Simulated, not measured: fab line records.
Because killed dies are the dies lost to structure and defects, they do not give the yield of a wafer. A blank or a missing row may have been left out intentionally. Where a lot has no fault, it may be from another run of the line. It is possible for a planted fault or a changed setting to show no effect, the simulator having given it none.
Which of the tools did it?	flow nand harc	22 lots with 66 wafers sampled at 4 steps, on a route of 1302 steps

== WHAT EACH GAUGE READ, for each wafer ==
NHARC_A_CONTACT_OVL_MEAS_43. Usual: overlay x nm 0.1 nm, standard deviation 0.73; overlay y nm 0.0 nm, standard deviation 0.77.
lot	measured	on	overlay x nm (nm)	overlay y nm (nm)	flag
L076	day 22 02:31	overlay-01	0.6 1.1 1.0	0.1 0.3 -0.2	
L074	day 22 03:17	overlay-02	-0.6 -0.4 -0.4	0.1 -0.1 -0.2	
L077	day 22 13:34	overlay-02	-0.8 -0.2 -1.0	0.9 0.7 0.9	
L078	day 23 10:45	overlay-02	-0.8 -0.9 -1.6	-0.8 -1.3 -1.3	
L079	day 23 14:49	overlay-01	0.3 0.0 0.7	-0.8 -0.8 0.0	
L080	day 24 15:44	overlay-01	1.2 0.7 1.1	-0.2 0.0 -0.1	
L081	day 25 07:13	overlay-02	0.8 1.2 0.3	-0.6 -0.5 -0.1	
L082	day 25 11:39	overlay-02	0.9 0.6 1.3	1.7 1.0 1.4	
L083	day 25 15:47	overlay-02	-0.8 -0.3 -0.8	-1.4 -1.4 -1.4	
L086	day 26 03:01	overlay-02	0.5 0.7 0.9	-1.1 -0.3 -0.1	
L085	day 26 10:47	overlay-01	0.5 0.1 0.2	1.1 1.0 0.6	
L087	day 26 11:01	overlay-01	0.1 0.5 0.0	0.9 0.6 0.9	
L089	day 27 19:48	overlay-01	0.7 0.5 0.2	0.2 -0.3 0.7	
L088	day 27 20:02	overlay-01	-0.4 0.1 -0.9	-0.6 -1.0 -1.3	
L091	day 28 13:10	overlay-02	-1.3 -1.7 -1.1	0.8 1.0 0.8	
L090	day 28 14:53	overlay-01	-0.6 -0.3 -0.6	-0.9 -0.9 -1.1	
L092	day 29 10:34	overlay-01	0.4 0.8 0.1	0.1 0.3 0.2	
L094	day 30 00:56	overlay-02	0.1 0.0 -0.3	0.3 0.3 0.5	
L093	day 30 08:16	overlay-01	1.0 0.8 0.8	-0.3 -0.4 0.1	
L096	day 30 13:39	overlay-02	-1.2 -1.5 -1.0	0.8 0.8 1.0	
L095	day 30 14:55	overlay-02	0.4 1.0 0.7	-0.4 -0.2 -0.1	
L097	day 31 14:08	overlay-01	0.2 0.0 -0.6	0.9 0.8 0.8	

NHARC_A_CONTACT_INSPECT_71. Usual: raw defect count reads 92 (standard deviation 35).
lot	measured	on	raw defect count	flag
L076	day 22 12:46	defect inspect-02	112 103 93	
L074	day 22 13:39	defect inspect-02	101 129 117	
L077	day 23 00:51	defect inspect-01	148 158 139	
L078	day 23 23:51	defect inspect-01	148 172 156	
L079	day 24 03:05	defect inspect-01	69 84 66	
L080	day 25 02:56	defect inspect-02	74 85 71	
L081	day 25 21:07	defect inspect-02	26 33 37	
L082	day 26 00:34	defect inspect-01	96 117 116	
L083	day 26 02:22	defect inspect-02	125 126 133	
L086	day 26 18:35	defect inspect-02	127 115 131	
L085	day 27 03:26	defect inspect-01	71 66 68	
L087	day 27 03:37	defect inspect-01	72 70 76	
L089	day 28 06:04	defect inspect-01	62 66 68	
L088	day 28 06:27	defect inspect-01	68 45 52	
L091	day 28 23:32	defect inspect-02	110 85 87	
L090	day 29 06:23	defect inspect-02	108 113 99	
L092	day 29 20:59	defect inspect-02	103 86 95	
L094	day 30 11:15	defect inspect-01	78 82 76	
L093	day 30 20:41	defect inspect-01	80 75 86	
L096	day 31 00:01	defect inspect-01	22 22 19	
L095	day 31 02:25	defect inspect-02	131 130 128	
L097	day 32 03:40	defect inspect-01	151 140 148	

== WHICH TOOL RAN EACH LOT (tool, then ch and the chambers of the sampled wafers, then the start) ==
lot	NHARC_A_CONTACT_DESCUM_47	NHARC_A_CONTACT_ETCH_96
L076	rie diel-08 ch 0,2,3, day 22 02:38	rie diel-03 ch 0,1,2, day 22 12:46 or earlier
L074	rie diel-02 ch 0,1,3, day 22 03:24	rie diel-03 ch 0,1,2, day 22 13:39 or earlier
L077	rie diel-03 ch 0,2,3, day 22 13:40	rie diel-03 ch 0,1,3, day 23 00:51 or earlier
L078	rie diel-03 ch 0,2,3, day 23 10:51	rie diel-03 ch 1,2,3, day 23 23:51 or earlier
L079	rie diel-08 ch 0,2,3, day 23 14:55	rie diel-02 ch 1,2, day 24 03:05 or earlier
L080	rie diel-08 ch 0,2,3, day 24 15:52	rie diel-08 ch 0,2, day 24 21:17
L081	rie diel-02 ch 0,3, day 25 07:19	rie diel-08 ch 1,3, day 25 15:28
L082	rie diel-08 ch 0,2,3, day 25 11:45	rie diel-02 ch 2,3, day 26 00:34 or earlier
L083	rie diel-08 ch 0,1,2, day 25 15:53	rie diel-08 ch 0,1,3, day 26 02:22 or earlier
L086	rie diel-08 ch 0,2,3, day 26 03:08	rie diel-08 ch 1,2,3, day 26 18:35 or earlier
L085	rie diel-02 ch 0,1,3, day 26 10:54	rie diel-08 ch 0,2,3, day 27 03:26 or earlier
L087	rie diel-08 ch 1,3, day 26 11:10	rie diel-08 ch 1,3, day 27 03:37 or earlier
L089	rie diel-08 ch 0,1, day 27 19:54	rie diel-08 ch 0,1,3, day 28 06:04 or earlier
L088	rie diel-02 ch 1,2,3, day 27 20:08	rie diel-03 ch 0,3, day 28 06:27 or earlier
L091	rie diel-03 ch 0,2,3, day 28 13:16	rie diel-08 ch 0,1,3, day 28 23:32 or earlier
L090	rie diel-08 ch 0,2,3, day 28 15:00	rie diel-08 ch 0,1, day 29 06:23 or earlier
L092	rie diel-08 ch 1,2,3, day 29 10:41	rie diel-03 ch 0,2,3, day 29 20:59 or earlier
L094	rie diel-02 ch 0,2,3, day 30 01:02	rie diel-08 ch 1,2,3, day 30 11:15 or earlier
L093	rie diel-03 ch 0,1,3, day 30 08:22	rie diel-02 ch 0,1,2, day 30 20:41 or earlier
L096	rie diel-08 ch 2,3, day 30 13:44	rie diel-08 ch 0,1,2, day 31 00:01 or earlier
L095	rie diel-03 ch 0,1, day 30 15:02	rie diel-02 ch 1,3, day 31 02:25 or earlier
L097	rie diel-08 ch 0,2,3, day 31 14:14	rie diel-08 ch 1,2,3, day 32 03:40 or earlier
- NHARC_A_CONTACT_DESCUM_47: chemistry O2, time 3 s.
- NHARC_A_CONTACT_ETCH_96: etches the open film in C4F6/O2, target depth 20 nm, time 10 s.

== AS READ BY THE TOOLS THEMSELVES (means over the sampled wafers that have a number; for cases with no such wafer, the mark the record gives instead) ==
NHARC_A_CONTACT_DESCUM_47. Usual: chamber pressure mTorr 60.00 mTorr, standard deviation 0.053; drypump motor current A 5.8 A, standard deviation 0.37; oes product au 0.997 a.u., standard deviation 0.009; rf vpp V 57.6 V, standard deviation 0.81; showerhead plenum p Torr 1.88 Torr, standard deviation 0.063; throttle valve pct 11.311 %, standard deviation 0.0087.
lot	tool	chamber pressure mTorr (mTorr)	drypump motor current A (A)	oes product au (a.u.)	rf vpp V (V)	showerhead plenum p Torr (Torr)	throttle valve pct (%)	flag
L076	rie diel-08	60.00	6.0	1.001	57.9	1.86	11.311	
L074	rie diel-02	59.91	5.5	0.993	57.6	1.94	11.301	
L077	rie diel-03	59.99	5.6	0.994	58.1	1.89	11.312	
L078	rie diel-03	60.01	5.6	0.997	57.7	1.89	11.309	
L079	rie diel-08	59.98	6.0	1.009	57.2	1.86	11.301	
L080	rie diel-08	60.04	6.0	0.987	57.2	1.86	11.310	
L081	rie diel-02	59.98	5.2	0.999	57.9	1.87	11.311	
L082	rie diel-08	59.99	6.0	0.998	56.8	1.86	11.316	
L083	rie diel-08	59.97	5.9	0.988	58.0	1.86	11.315	
L086	rie diel-08	59.99	6.0	0.990	57.2	1.85	11.318	
L085	rie diel-02	59.99	5.5	0.996	57.2	1.93	11.308	
L087	rie diel-08	59.96	6.1	1.005	57.3	1.84	11.314	
L089	rie diel-08	60.04	5.9	0.997	57.5	1.85	11.314	
L088	rie diel-02	59.97	5.5	0.994	57.6	1.92	11.323	
L091	rie diel-03	60.02	5.6	0.989	57.3	1.88	11.315	
L090	rie diel-08	59.98	6.0	1.003	57.6	1.85	11.309	
L092	rie diel-08	60.00	6.0	0.999	57.5	1.85	11.306	
L094	rie diel-02	60.01	5.1	0.992	57.4	1.87	11.310	
L093	rie diel-03	60.05	5.6	0.992	57.7	1.93	11.310	
L096	rie diel-08	59.95	6.1	1.002	57.6	1.84	11.311	
L095	rie diel-03	60.01	6.0	0.998	58.2	1.95	11.309	
L097	rie diel-08	60.00	6.0	1.002	57.7	1.85	11.306	

NHARC_A_CONTACT_ETCH_96. Usual: chamber pressure mTorr 30.000 mTorr, standard deviation 0.027; drypump motor current A 5.8 A, standard deviation 0.38; oes product au 0.961 a.u., standard deviation 0.027; rf vpp V 546.1 V, standard deviation 2.7; showerhead plenum p Torr 3.88 Torr, standard deviation 0.13; throttle valve pct 26.904 %, standard deviation 0.0092.
lot	tool	chamber pressure mTorr (mTorr)	drypump motor current A (A)	oes product au (a.u.)	rf vpp V (V)	showerhead plenum p Torr (Torr)	throttle valve pct (%)	flag
L076	rie diel-03	29.977	5.8	0.999	549.2	4.01	26.914	
L074	rie diel-03	30.002	5.8	0.995	548.7	4.01	26.908	
L077	rie diel-03	29.998	5.7	0.951	548.3	3.99	26.900	
L078	rie diel-03	29.983	5.5	0.946	547.7	3.98	26.910	
L079	rie diel-02	30.014	5.8	0.936	550.7	4.07	26.904	
L080	rie diel-08	29.999	6.0	0.954	545.8	3.84	26.898	
L081	rie diel-08	29.972	6.0	1.001	544.3	3.80	26.904	
L082	rie diel-02	30.014	5.1	1.006	545.1	3.82	26.903	
L083	rie diel-08	30.033	6.0	0.944	545.1	3.80	26.901	
L086	rie diel-08	29.993	6.0	0.929	545.1	3.81	26.893	
L085	rie diel-08	30.021	6.0	1.002	544.7	3.81	26.906	
L087	rie diel-08	29.987	6.0	0.952	545.4	3.80	26.904	
L089	rie diel-08	30.040	6.0	0.942	544.0	3.80	26.899	
L088	rie diel-03	30.004	5.4	0.998	545.9	3.85	26.896	
L091	rie diel-08	30.004	6.0	0.992	544.9	3.79	26.903	
L090	rie diel-08	30.017	5.9	0.944	543.5	3.80	26.904	
L092	rie diel-03	30.002	5.6	0.985	544.6	3.86	26.907	
L094	rie diel-08	29.978	6.0	0.941	545.5	3.80	26.900	
L093	rie diel-02	30.024	5.5	0.949	547.7	3.96	26.901	
L096	rie diel-08	30.017	5.9	0.943	544.7	3.81	26.901	
L095	rie diel-02	29.992	5.9	0.938	548.2	4.01	26.905	
L097	rie diel-08	29.996	6.0	0.944	543.9	3.80	26.900	

== THE ANSWER, worked out from the rows above alone ==
Rule: a lot counts as off when the mean over its wafers that have a number is more than 3 standard deviations away from the usual mean. A lot without any number at a reading at which 4 lots or more have one is off too. Where the step has rows for the other lots, those lots are counted as sound. The gauges are gone through in route order, then the tools' own readings, and for those a lot's mean is taken as printed above. At the first step where some lot is off, the reading lying furthest off is the one used; lots without a number count as furthest.
Across all readings shown, no lot is off: no conclusion can be drawn from this.

== WHAT HAD BEEN PUT IN BY THE SIMULATOR ==
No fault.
